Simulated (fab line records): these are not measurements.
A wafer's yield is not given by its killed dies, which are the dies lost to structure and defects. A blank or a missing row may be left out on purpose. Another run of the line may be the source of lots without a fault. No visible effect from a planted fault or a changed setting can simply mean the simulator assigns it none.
fab line records	flow nand_harc	part 2 of 2: steps 4 to 6 of 6
record lots=24	wafers=72	last_day=25
route steps=1159 shown A_STAIRCASE@561
lots that met no fault: from a run of the same line without faults
start_h: hours from the record's opening day to when the first of the lot's shown wafers began	wait_h: time in hours since the lot's previous step	" identical to the entry in the row above	L1.1+2: a row that stands for several wafers	- no value present, or no start provided	* or withheld: withheld	< > ~ a bound
route shown NAME@n: a module of which the file shows steps, and the number in the route of the first	usual: mean and standard deviation over wafers with no fault	same: alike in all rows	chamber/n: place in a boat	sites: the reading at each site	_std_site: the values' standard deviation	_edge_site: mean of outer sites minus mean of inner sites	radius_mm: for every site, how far away it sits from the centre of the wafer	mask NAME#n: copy n	behind: the last tool/chamber to shape the wafer	hold: reason for holding the lot/hours on hold/outcome of the hold	device: the n, p or np transistor that did not switch	end of line: the route-end tests of the same wafers	a step with no rows: only its recipe	killed: the dies lost at the first sort to structure and to defects; this is not the yield of the wafer	map: dies across one wafer; x = killed, . = not, _ = none there
set.NAME: the setting the step ran with; set.NAME@STEP: the setting that earlier step ran with	model.NAME: the simulator's own value behind a step, which no gauge read
a sample of lots followed through the steps of the route, with each step as a table and each wafer as a row
services: a tool's chamber out of use, with start hour (start_h, from the record's first day; less than 0 if before it), hours out, and reason
## steps
# step NHARC_A_STAIRCASE_TRIM_191
# recipe time_s=211.2	o2_flow_sccm=500	ar_flow_sccm=0	bias_w=0	chemistry=O2
# usual drypump_motor_current_A=6.1/0.38	oes_product_au=0.998/0.011	rf_vpp_V=58.0/0.9	showerhead_plenum_p_Torr=3.58/0.14	throttle_valve_pct=17.037/0.0096
# same bias_w=0
lot.wafer	tool	chamber	start_h	wait_h	drypump_motor_current_A	oes_product_au	rf_hours_counter_h	rf_vpp_V	showerhead_plenum_p_Torr	throttle_valve_pct
L075.1	rie_diel-06	3	-	-	5.8	0.996	64	57.0	3.61	17.030
L075.3	"	0	"	"	6.3	0.988	60	56.0	3.37	17.010
L075.6	"	1	"	"	6.2	0.974	-	58.4	3.52	17.034
L074.4	rie_diel-06	2	-	-	6.5	0.996	64	58.1	3.60	17.035
L074.1	"	0	"	"	6.3	1.000	61	59.0	3.37	17.040
L074.5	"	2	"	"	6.5	1.002	-	58.1	3.60	17.033
L078.1	rie_diel-06	3	-	-	5.7	1.004	2	58.5	3.60	17.037
L078.4	"	0	"	"	6.3	1.010	2	57.8	3.37	17.031
L078.3	"	2	"	"	6.4	0.993	3	59.0	3.60	17.048
L076.2	rie_diel-06	2	-	-	6.4	0.979	4	58.3	3.60	17.036
L076.4	"	0	"	"	6.3	1.010	3	56.6	3.37	17.045
L076.6	"	3	"	"	5.8	0.994	-	58.7	3.60	17.040
L077.4	rie_diel-06	0	-	-	6.4	1.009	5	58.2	3.37	17.036
L077.2	"	1	"	"	6.3	1.010	5	58.7	3.51	17.037
L077.5	"	0	"	"	6.3	1.005	-	58.0	3.37	17.055
L079.3	rie_diel-06	3	-	-	5.7	0.993	7	57.9	3.60	17.039
L079.2	"	0	"	"	6.4	1.014	8	58.0	3.37	17.029
L079.6	"	0	"	"	6.3	1.000	-	57.8	3.37	17.048
L080.2	rie_diel-07	1	-	-	5.4	1.020	12	58.7	3.49	17.018
L080.6	"	0	"	"	6.3	0.996	-	58.1	3.69	17.044
L080.5	"	1	"	"	5.4	1.016	-	57.0	3.49	17.019
L081.4	rie_diel-02	2	-	-	6.3	0.990	50	56.5	3.60	17.055
L081.1	"	0	"	"	5.7	0.990	52	56.9	3.27	17.035
L081.6	"	1	"	"	6.7	0.987	-	57.2	3.67	17.040
L082.2	rie_diel-02	0	-	-	5.7	0.977	54	56.0	3.27	17.029
L082.3	"	2	"	"	6.3	0.986	53	57.7	3.60	17.035
L082.5	"	1	"	"	6.7	0.998	-	58.1	3.67	17.040
L083.2	rie_diel-06	3	-	-	5.7	0.994	20	57.2	3.60	17.034
L083.3	"	1	"	"	6.3	1.000	20	55.9	3.51	17.033
L083.1	"	2	"	"	6.4	0.992	15	57.0	3.59	17.047
L085.1	rie_diel-07	0	-	-	6.3	1.019	23	58.0	3.68	17.040
L085.3	"	3	"	"	5.5	0.987	22	58.3	3.68	17.024
L085.6	"	0	"	"	6.3	1.019	-	58.0	3.68	17.046
L084.2	rie_diel-02	1	-	-	6.7	0.986	54	58.7	3.67	17.045
L084.1	"	3	"	"	5.9	0.990	60	56.5	3.27	17.034
L084.6	"	0	"	"	5.7	0.983	-	57.9	3.27	17.051
L086.1	rie_diel-07	3	-	-	5.5	0.997	30	58.9	3.68	17.036
L086.4	"	2	"	"	6.0	0.996	30	58.3	3.75	17.052
L086.6	"	3	"	"	5.5	0.993	-	59.8	3.67	17.047
L087.4	rie_diel-02	0	-	-	5.7	0.991	64	56.5	3.26	17.042
L087.3	"	2	"	"	6.3	0.992	66	57.1	3.59	17.037
L087.5	"	0	"	"	5.7	0.980	-	56.9	3.26	17.028
L088.1	rie_diel-06	0	-	-	6.4	1.002	28	57.4	3.36	17.036
L088.3	"	1	"	"	6.2	1.015	27	57.7	3.50	17.054
L088.6	"	3	"	"	5.7	1.005	-	57.3	3.59	17.040
L089.3	rie_diel-07	0	-	-	6.3	0.998	35	59.2	3.67	17.062
L089.6	"	3	"	"	5.5	0.984	-	57.8	3.67	17.027
L089.5	"	0	"	"	6.3	0.985	-	57.9	3.67	17.019
L090.1	rie_diel-07	3	-	-	5.5	0.990	38	58.6	3.67	17.044
L090.3	"	0	"	"	6.3	1.003	39	57.4	3.67	17.039
L090.6	"	0	"	"	6.3	1.011	-	57.6	3.67	17.026
L091.1	rie_diel-02	3	-	-	5.9	0.995	2	58.1	3.81	17.040
L091.3	"	1	"	"	6.7	1.014	2	58.5	3.67	17.054
L091.4	"	2	"	"	6.3	1.000	-	56.9	3.59	17.028
L092.1	rie_diel-07	3	-	-	5.5	0.991	42	58.5	3.67	17.045
L092.3	"	0	"	"	6.3	1.013	44	57.9	3.67	17.039
L092.6	"	3	"	"	5.5	0.986	-	58.9	3.67	17.036
L093.2	rie_diel-02	2	-	-	6.3	0.995	11	58.6	3.59	17.039
L093.4	"	3	"	"	5.9	0.994	-	57.3	3.80	17.050
L093.5	"	2	"	"	6.3	0.999	-	57.0	3.59	17.046
L094.3	rie_diel-02	3	-	-	5.9	0.988	12	57.9	3.80	17.013
L094.1	"	1	"	"	6.7	1.009	12	58.2	3.66	17.025
L094.5	"	3	"	"	5.9	0.992	-	59.4	3.80	17.048
L096.1	rie_diel-07	1	-	-	5.5	1.010	45	57.8	3.48	17.033
L096.5	"	0	"	"	6.3	1.007	-	57.8	3.66	17.049
L096.6	"	1	"	"	5.4	1.009	-	58.2	3.48	17.032
L095.2	rie_diel-02	3	-	-	5.8	0.999	16	57.8	3.80	17.047
L095.3	"	0	"	"	5.7	0.982	1	58.7	3.81	17.044
L095.1	"	1	"	"	6.7	1.006	16	60.1	3.66	17.035
L097.3	rie_diel-06	1	-	-	6.3	1.004	51	58.3	3.49	17.028
L097.2	"	2	"	"	6.4	0.987	46	58.9	3.57	17.038
L097.5	"	2	"	"	6.4	0.986	-	58.4	3.57	17.024
# step NHARC_A_STAIRCASE_ETCH_192
# recipe target_depth_a=1000	time_s=40.5	ion_energy_ev=400	c4f8_flow_sccm=20	o2_flow_sccm=10	ar_flow_sccm=withheld	rf_w=600	bias_w=1000	chemistry=C4F8/O2
# usual bias_w=1001/3.2	oes_product_au=0.941/0.012	rf_vpp_V=898/5.3
lot.wafer	tool	chamber	start_h	wait_h	bias_w	oes_product_au	rf_hours_counter_h	rf_vpp_V
L075.1	rie_diel-06	3	-	-	1002	0.949	64	898
L075.3	"	1	"	"	999	0.927	59	896
L075.6	"	3	"	"	1004	0.953	-	898
L074.4	rie_diel-06	3	-	-	995	0.934	65	899
L074.1	"	0	"	"	1003	0.929	61	892
L074.5	"	0	"	"	1003	0.941	-	891
L078.1	rie_diel-06	1	-	-	1005	0.952	3	895
L078.3	"	2	"	"	997	0.921	3	899
L078.4	"	0	"	"	995	0.950	2	891
L076.4	rie_diel-06	0	-	-	996	0.951	4	890
L076.2	"	3	"	"	1003	0.938	4	900
L076.6	"	1	"	"	1000	0.949	-	895
L077.2	rie_diel-06	0	-	-	996	0.944	5	890
L077.4	"	2	"	"	998	0.937	5	899
L077.5	"	0	"	"	999	0.941	-	890
L079.3	rie_diel-06	3	-	-	1007	0.952	7	899
L079.2	"	1	"	"	1003	0.949	9	895
L079.6	"	3	"	"	1005	0.952	-	898
L080.2	rie_diel-07	1	-	-	1000	0.962	12	895
L080.5	"	0	"	"	999	0.948	-	901
L080.6	"	1	"	"	1003	0.963	-	896
L081.1	rie_diel-02	2	-	-	999	0.935	50	898
L081.4	"	3	"	"	1004	0.948	51	887
L081.6	"	2	"	"	997	0.940	-	899
L082.2	rie_diel-02	2	-	-	1004	0.932	53	899
L082.3	"	1	"	"	1001	0.933	49	900
L082.5	"	3	"	"	1001	0.940	-	887
L085.1	rie_diel-07	3	-	-	1001	0.931	22	900
L085.3	"	0	"	"	1003	0.944	23	901
L085.6	"	3	"	"	1000	0.925	-	902
L083.1	rie_diel-06	3	-	-	1004	0.928	20	899
L083.2	"	1	"	"	996	0.924	20	897
L083.3	"	2	"	"	1005	0.910	15	898
L084.2	rie_diel-02	0	-	-	1000	0.928	60	887
L084.1	"	3	"	"	996	0.948	60	886
L084.6	"	0	"	"	1005	0.934	-	887
L086.4	rie_diel-07	0	-	-	995	0.949	32	901
L086.1	"	1	"	"	1001	0.956	26	894
L086.6	"	1	"	"	1000	0.952	-	895
L087.4	rie_diel-02	3	-	-	1000	0.937	67	887
L087.3	"	0	"	"	998	0.910	64	886
L087.5	"	2	"	"	999	0.929	-	898
L088.1	rie_diel-06	1	-	-	1000	0.954	28	894
L088.3	"	3	"	"	998	0.931	28	898
L088.6	"	0	"	"	1006	0.943	-	889
L089.3	rie_diel-07	1	-	-	994	0.951	29	896
L089.6	"	3	"	"	1002	0.924	-	902
L089.5	"	0	"	"	997	0.939	-	901
L090.1	rie_diel-07	1	-	-	1003	0.962	32	894
L090.3	"	2	"	"	1004	0.945	36	903
L090.6	"	2	"	"	1002	0.945	-	904
L091.3	rie_diel-02	2	-	-	994	0.944	2	896
L091.1	"	3	"	"	1000	0.929	2	905
L091.4	"	2	"	"	996	0.934	-	898
L092.1	rie_diel-07	1	-	-	998	0.952	36	894
L092.3	"	2	"	"	1000	0.936	40	905
L092.6	"	3	"	"	999	0.932	-	902
L093.2	rie_diel-02	1	-	-	1003	0.952	12	901
L093.5	"	2	"	"	998	0.927	-	898
L093.4	"	3	"	"	998	0.933	-	905
L094.1	rie_diel-02	3	-	-	999	0.949	12	905
L094.3	"	1	"	"	999	0.953	12	900
L094.5	"	1	"	"	1007	0.955	-	900
L096.1	rie_diel-07	2	-	-	995	0.957	47	904
L096.5	"	0	"	"	999	0.958	-	901
L096.6	"	1	"	"	1004	0.958	-	894
L095.2	rie_diel-02	3	-	-	1000	0.939	16	906
L095.1	"	0	"	"	1008	0.918	1	908
L095.3	"	1	"	"	1000	0.958	16	900
L097.2	rie_diel-06	2	-	-	1002	0.926	46	897
L097.3	"	0	"	"	998	0.945	54	888
L097.5	"	2	"	"	1001	0.911	-	897
# step NHARC_A_STAIRCASE_STRIP_254
# recipe power_w=1500	temp_c=250	chemistry=O2
# usual drypump_motor_current_A=5.9/0.42	heater_power_w=303/16
lot.wafer	tool	chamber	start_h	wait_h	drypump_motor_current_A	heater_power_w	rf_hours_counter_h
L075.1	plasma_asher-01	1	244.44	-	5.3	307	50
L075.3	"	1	"	"	5.3	304	-
L075.6	"	0	"	"	6.2	294	-
L074.1	plasma_asher-01	0	247.83	-	6.1	290	51
L074.4	"	1	"	"	5.3	299	-
L074.5	"	0	"	"	6.1	288	-
L078.1	plasma_asher-01	1	264.06	-	5.3	298	62
L078.4	"	1	"	"	5.3	298	-
L078.3	"	0	"	"	6.1	288	-
L076.2	plasma_asher-01	1	264.99	-	5.3	314	63
L076.4	"	1	"	"	5.3	301	-
L076.6	"	0	"	"	6.2	294	-
L077.2	plasma_asher-01	1	266.99	-	5.3	309	64
L077.4	"	1	"	"	5.3	294	-
L077.5	"	1	"	"	5.3	304	-
L079.2	plasma_asher-02	1	277.31	-	5.8	285	17
L079.3	"	1	"	"	5.8	280	-
L079.6	"	1	"	"	5.9	284	-
L080.2	plasma_asher-02	1	279.80	-	5.8	284	19
L080.6	"	1	"	"	5.8	275	-
L080.5	"	0	"	"	6.4	338	-
L081.1	plasma_asher-01	0	290.08	-	6.1	294	1
L081.4	"	0	"	"	6.1	290	-
L081.6	"	1	"	"	5.3	318	-
L082.2	plasma_asher-01	0	298.73	-	6.2	297	4
L082.3	"	0	"	"	6.1	293	-
L082.5	"	0	"	"	6.2	298	-
L083.1	plasma_asher-02	0	306.16	-	6.4	331	30
L083.2	"	1	"	"	5.8	284	30
L083.3	"	1	"	"	5.8	277	-
L085.1	plasma_asher-02	0	307.23	-	6.4	335	31
L085.3	"	1	"	"	5.8	278	-
L085.6	"	0	"	"	6.4	329	-
L084.2	plasma_asher-01	0	308.52	-	6.1	289	8
L084.1	"	1	"	"	5.3	311	8
L084.6	"	1	"	"	5.3	310	-
L086.1	plasma_asher-02	1	333.70	-	5.8	295	38
L086.4	"	1	"	"	5.8	283	-
L086.6	"	0	"	"	6.4	330	-
L087.4	plasma_asher-01	1	334.01	-	5.3	314	-
L087.3	"	0	"	"	6.1	299	-
L087.5	"	1	"	"	5.3	310	-
L088.1	plasma_asher-02	1	337.12	-	5.8	278	39
L088.3	"	1	"	"	5.8	277	-
L088.6	"	1	"	"	5.8	278	-
L089.3	plasma_asher-01	1	341.27	-	5.3	312	-
L089.6	"	0	"	"	6.2	293	-
L089.5	"	1	"	"	5.3	325	-
L090.1	plasma_asher-01	0	348.53	-	6.1	286	21
L090.3	"	0	"	"	6.1	300	-
L090.6	"	0	"	"	6.1	297	-
L091.1	plasma_asher-01	1	354.85	-	5.3	311	24
L091.4	"	0	"	"	6.1	288	-
L091.3	"	1	"	"	5.3	317	-
L092.1	plasma_asher-01	1	360.85	-	5.3	312	25
L092.3	"	0	"	"	6.1	298	-
L092.6	"	1	"	"	5.3	309	-
L093.2	plasma_asher-02	1	370.84	-	5.8	291	0
L093.4	"	0	"	"	6.4	320	-
L093.5	"	0	"	"	6.4	314	-
L094.1	plasma_asher-01	0	372.59	-	6.1	294	34
L094.3	"	0	"	"	6.1	301	-
L094.5	"	0	"	"	6.1	298	-
L096.1	plasma_asher-01	1	378.62	-	5.3	313	36
L096.6	"	1	"	"	5.3	320	-
L096.5	"	0	"	"	6.1	295	-
L095.1	plasma_asher-02	0	383.62	-	6.4	317	4
L095.2	"	1	"	"	5.8	280	4
L095.3	"	1	"	"	5.9	275	-
L097.2	plasma_asher-01	0	401.58	-	6.1	300	43
L097.3	"	1	"	"	5.3	310	-
L097.5	"	0	"	"	6.1	298	-
## services
tool	chamber	start_h	hours	kind
rie_diel-06	0	220.33	-	clean
rie_diel-06	1	220.33	-	clean
rie_diel-06	2	220.33	-	clean
rie_diel-06	3	220.33	-	clean
rie_diel-07	-	228.23	9.0	pm
plasma_asher-02	-	234.84	7.2	repair
rie_diel-06	-	241.20	9.0	pm
rie_diel-06	0	241.20	9.0	vent_cycle
rie_diel-06	1	241.20	9.0	vent_cycle
rie_diel-06	2	241.20	9.0	vent_cycle
rie_diel-06	3	241.20	9.0	vent_cycle
plasma_asher-02	-	243.10	24.9	repair
rie_diel-06	0	250.20	-	clean
rie_diel-06	1	250.20	-	clean
rie_diel-06	2	250.20	-	clean
rie_diel-06	3	250.20	-	clean
plasma_asher-01	-	276.00	9.0	pm
rie_diel-07	1	287.55	13.4	repair
rie_diel-06	2	289.33	6.8	repair
rie_diel-02	0	318.79	4.1	repair
rie_diel-02	-	327.76	9.0	pm
rie_diel-06	3	360.12	2.1	repair
plasma_asher-02	-	360.31	9.0	pm
rie_diel-07	-	396.21	0.8	repair
